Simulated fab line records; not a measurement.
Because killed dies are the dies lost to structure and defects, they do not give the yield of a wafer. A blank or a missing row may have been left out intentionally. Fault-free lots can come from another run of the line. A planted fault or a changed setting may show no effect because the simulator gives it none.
A struck lot beside a sound one + flow nandHarc + 15 steps out of a route of 1302
Sound: these wafers, L974.1, L974.2, L974.3. Struck: wafer L983.1. (L983.5, L983.6 of the same lot were not struck and are left out.) The cause comes at the end.
Each step with rows lists, per side, the tool, then ch with its chambers, then its first start. Under that, the readings that differ: sound wafers + struck wafers + difference of the means + sigmas: that difference in standard deviations of wafers without a fault.
alike: readings whose means differ by less than 2 such deviations, and words and numbers that are the same on both sides. not compared: withheld readings, readings that some wafer has no value for, bounds like >300 that may hide the same value, and numbers for which the record gives no deviation and whose values overlap.
A row with sigmas, a row that says differs or no value, or rows on one side alone: a step with any of these is where the two part. Numbers that don't overlap but have no deviation are shown without sigmas and don't part them. Lack of a reading on every wafer of one side parts them only where that side has two or more wafers.

first, 7 steps without rows for these wafers: NHARC_A_BONDPAD_COAT_33 (time 65 s); NHARC_A_BONDPAD_COAT_03 (resist thk 600 nm); NHARC_A_BONDPAD_SOFTBAKE_04 (time 70 s); NHARC_A_BONDPAD_EBR_05; NHARC_A_BONDPAD_EXPOSE_06 (exposes mask A BPAD); NHARC_A_BONDPAD_PEB_07 (peb time 80 s); NHARC_A_BONDPAD_DEVELOP_08 (time 50 s).
NHARC_A_BONDPAD_CD_MEAS_09: the cd target is 500 nm.
  sound on cdSem-01 ch 0, day 28 06:04; struck on cdSem-01 ch 0, day 30 19:59
  alike: cdNm
NHARC_A_BONDPAD_OVL_MEAS_35:
  sound on overlay-02, day 28 06:10; struck on overlay-02, day 30 20:04
  alike: overlayXNm, overlayYNm
then, 1 step without rows for these wafers: NHARC_A_BONDPAD_HARDBAKE_10 (time 65 s).
NHARC_A_BONDPAD_DESCUM_11: chemistry O2, time 3 s.
  sound on rieDiel-12 ch 1,2,3, day 28 06:17; struck on rieDiel-06 ch 0, day 30 20:12
| reading             | sound | struck | difference | sigmas |
|---------------------|-------|--------|------------|--------|
| rfHoursCounterH (h) | 3 3 4 | 16     | +13        |        |
  alike: drypumpMotorCurrentA, oesProductAu, rfVppV, showerheadPlenumPTorr, throttleValvePct
NHARC_A_BONDPAD_ETCH_34: etches the open film in N2/H2, target depth 60 nm, overetch 18 nm, time 65.91 s.
  sound on rieDiel-12 ch 0,1,2, day 28 06:22; struck on rieDiel-06 ch 3, day 30 20:18
| reading             | sound | struck | difference | sigmas |
|---------------------|-------|--------|------------|--------|
| rfHoursCounterH (h) | 3 3 3 | 18     | +15        |        |
  alike: drypumpMotorCurrentA, oesProductAu, rfFwdPowerW, rfVppV, showerheadPlenumPTorr, throttleValvePct
NHARC_A_BONDPAD_ETCH_12: etches the open film in CHF3/O2, target depth 220 nm, time 110 s.
  sound on rieDiel-12 ch 0,2,3, day 28 06:28; struck on rieDiel-06 ch 0, day 30 20:25
| reading             | sound             | struck | difference | sigmas      |
|---------------------|-------------------|--------|------------|-------------|
| oesProductAu (a.u.) | 0.965 0.969 0.979 | 0.724  | -0.247     | -12         |
| rfFwdPowerW (W)     | 499.0 494.5 497.0 | 298.4  | -198.4     | -99 or more |
| rfHoursCounterH (h) | 3 4 3             | 16     | +13        |             |
  alike: drypumpMotorCurrentA, rfVppV, showerheadPlenumPTorr, throttleValvePct
NHARC_A_BONDPAD_CD_MEAS_13:
  sound on cdSem-01, day 28 06:36; struck on cdSem-01, day 30 20:33
| reading   | sound             | struck | difference | sigmas |
|-----------|-------------------|--------|------------|--------|
| cdNm (nm) | 498.8 500.4 501.5 | 496.6  | -3.6       | -3     |
NHARC_END_SORT_01:
  sound on prober-02 ch 0, day 29 10:43; struck on prober-02 ch 0, day 32 00:25
| reading                | sound          | struck | difference | sigmas |
|------------------------|----------------|--------|------------|--------|
| defectLimitedYield (%) | 93.9 93.9 93.2 | 0      | -94        | -36    |
| killedAtArray          | 37 37 44       | 667    | +628       | +37    |
| killedAtPeriphery      | 4 4 2          | 9      | +6         | +2     |
| killedDies             | 41 41 46       | 677    | +634       | +35    |
  alike: killedAtOther, killedOpen, killedShort

## WHERE THEY PART
At NHARC_A_BONDPAD_ETCH_12 first; at NHARC_END_SORT_01 last (within this record only).

WHY: the cause the simulator had injected
rieDiel-06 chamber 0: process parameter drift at NHARC_A_BONDPAD_ETCH_12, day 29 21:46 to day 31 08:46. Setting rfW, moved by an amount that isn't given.
